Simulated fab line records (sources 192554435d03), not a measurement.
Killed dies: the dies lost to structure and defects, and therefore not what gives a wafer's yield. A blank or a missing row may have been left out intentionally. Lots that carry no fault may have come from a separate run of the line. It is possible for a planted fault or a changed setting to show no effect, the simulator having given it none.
Which tool did it? -- flow n5-finfet -- at 1 step of a route of 1938, 10 lots with 27 wafers sampled

## WHAT EACH GAUGE READ, for each wafer
N5_BEOL_M4_RC_MEAS_101.
lot,measured,on,DIBL_N (mV/V)
L266,day 8 01:06,prober-01,39.8 39.1 40.5
L270,day 9 08:34,prober-01,41.3 43.3 42.2
L272,day 9 16:19,prober-02,37.2 37.9
L273,day 9 22:05,prober-02,38.2 39.4
L276,day 10 20:10,prober-01,36.6 35.6
L284,day 12 17:45,prober-02,34.4 35.2 35.3
L285,day 13 06:46,prober-02,38.5 34.8 36.3
L287,day 13 08:25,prober-01,35.1 35.8 37.7
L286,day 13 14:47,prober-01,37.0 37.0 39.1
L288,day 13 18:50,prober-01,36.3 38.0 37.9

## WHICH TOOL RAN EACH LOT (tool, then ch and the chambers of the sampled wafers, then the start)
The record shows no process step preceding these readings.

## THE ANSWER, worked out from the rows above alone
Rule: the lots themselves supply what counts as usual. The widest of any qualifying gaps counts: lots, ordered by their means at a reading, are off when they make up no more than a third of the lots, leave a main group of 4 or more, and stand apart from it by 3 or more times the standard deviation of that group's means. If all means in a main group match to the digits the tables above print for the reading, that group is not used. A lot without any number at a reading at which 4 lots or more have one is off too. Where the step has rows for the other lots, those lots are counted as sound.
No lot is off on any of the readings shown, so nothing can be concluded from this.

## WHAT THE SIMULATOR HAD INSERTED
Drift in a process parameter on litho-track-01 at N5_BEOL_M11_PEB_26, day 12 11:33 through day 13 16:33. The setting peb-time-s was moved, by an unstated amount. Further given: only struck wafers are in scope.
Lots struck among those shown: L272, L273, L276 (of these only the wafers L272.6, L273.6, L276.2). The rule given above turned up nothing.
